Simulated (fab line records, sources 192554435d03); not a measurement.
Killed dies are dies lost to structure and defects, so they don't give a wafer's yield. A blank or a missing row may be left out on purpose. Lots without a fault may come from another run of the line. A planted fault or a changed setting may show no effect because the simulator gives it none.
Which tool did it? | flow n5_finfet | 8 lots, 24 wafers sampled, at 5 steps of a route of 1938

WHAT THE GAUGES READ, wafer by wafer
N5_BEOL_M4_RC_MEAS_101.
lot  | measured     | on        | VT_N_LONG (mV)
L848 | day 8 19:38  | prober-01 | 272.9 276.0 272.9
L846 | day 9 21:03  | prober-02 | 274.7 275.2 276.6
L851 | day 10 00:26 | prober-02 | 276.1 274.7 275.1
L852 | day 9 19:16  | prober-02 | 277.3 275.3 278.1
L856 | day 10 19:43 | prober-02 | 276.8 278.5 275.5
L857 | day 11 00:59 | prober-01 | 275.7 273.7 276.3
L862 | day 12 17:26 | prober-01 | 276.5 274.8 324.5
L863 | day 12 22:01 | prober-01 | 328.4 323.6 276.7

WHICH TOOL RAN EACH LOT (tool, then ch and the chambers of the sampled wafers, then the start)
lot  | N5_HKMG_FIN_ETCH_86               | N5_HKMG_FIN_STRIP_89              | N5_HKMG_FIN_NWFM_ALD_20            | N5_HKMG_FIN_ALD_72
L848 | rie_diel-01 ch 0,2,3, day 4 20:26 | rie_diel-01 ch 0,2,3, day 4 20:30 | ald_metal-01 ch 0,1,2, day 4 21:05 | cvd_w-01 ch 0,1, day 4 22:41
L846 | rie_diel-01 ch 0,2, day 5 13:10   | rie_diel-01 ch 0,2, day 5 13:13   | ald_metal-01 ch 0,1,2, day 5 13:51 | cvd_w-02 ch 0,1, day 5 15:24
L851 | rie_diel-05 ch 0,1,3, day 5 14:03 | rie_diel-05 ch 0,1,3, day 5 14:07 | ald_metal-04 ch 0,2,3, day 5 14:41 | cvd_w-01 ch 0,1, day 5 16:15
L852 | rie_diel-05 ch 0,3, day 5 18:01   | rie_diel-05 ch 0,3, day 5 18:04   | ald_metal-01 ch 0,1,3, day 5 18:39 | cvd_w-02 ch 1, day 5 20:19
L856 | rie_diel-05 ch 2,3, day 6 14:11   | rie_diel-05 ch 2,3, day 6 14:14   | ald_metal-04 ch 1,3, day 6 14:49   | cvd_w-01 ch 0,1, day 6 16:22
L857 | rie_diel-01 ch 0,1, day 7 01:19   | rie_diel-01 ch 0,1, day 7 01:22   | ald_metal-04 ch 1,3, day 7 01:57   | cvd_w-02 ch 0,1, day 7 03:29
L862 | rie_diel-03 ch 1,2, day 8 01:53   | rie_diel-03 ch 1,2, day 8 01:57   | ald_metal-01 ch 0,3, day 8 02:32   | cvd_w-02 ch 0, day 8 04:07
L863 | rie_diel-05 ch 0,1, day 8 12:44   | rie_diel-05 ch 0,1, day 8 12:47   | ald_metal-01 ch 1,2,3, day 8 13:34 | cvd_w-01 ch 0,1, day 8 15:08
- N5_HKMG_FIN_ETCH_86: etches SOC in N2/H2, stops on TiN, target depth 393.2 nm.
- N5_HKMG_FIN_STRIP_89: strips SOC in N2/H2, time 20 s.
- N5_HKMG_FIN_NWFM_ALD_20: deposits TiAlC, target thk 2 nm, pulse time 3 s, purge time 2 s.
- N5_HKMG_FIN_ALD_72: deposits W, target thk 2 nm, pulse time 1 s, purge time 2 s.

THE ANSWER, worked out from the rows above alone
Rule: what is usual is taken from the lots themselves. Put in order of their means at a reading, lots are off if they are a third of the lots or fewer, leave a main group of 4 or more, and stand apart from it by a gap of 3 or more times the standard deviation of the main group's means; of several such gaps the widest counts. A main group whose means are all the same, to the digits that the tables above print for the reading, isn't used. A lot without any number at a reading at which 4 lots or more have one is off too. The other lots that the step has rows for count as sound.
Off: L862, L863, at N5_BEOL_M4_RC_MEAS_101 (VT_N_LONG). The main group: mean 275.6 mV, standard deviation 1.
A tool fits if, at a process step before that reading, it ran every lot that is off, and no sound lot after the first of them. The gauges at N5_BEOL_M4_RC_MEAS_101 are tried like those tools. Can't be told from this: 2 tools fit, ald_metal-01 at N5_HKMG_FIN_NWFM_ALD_20, prober-01 at N5_BEOL_M4_RC_MEAS_101.

WHAT THE SIMULATOR HAD PUT IN
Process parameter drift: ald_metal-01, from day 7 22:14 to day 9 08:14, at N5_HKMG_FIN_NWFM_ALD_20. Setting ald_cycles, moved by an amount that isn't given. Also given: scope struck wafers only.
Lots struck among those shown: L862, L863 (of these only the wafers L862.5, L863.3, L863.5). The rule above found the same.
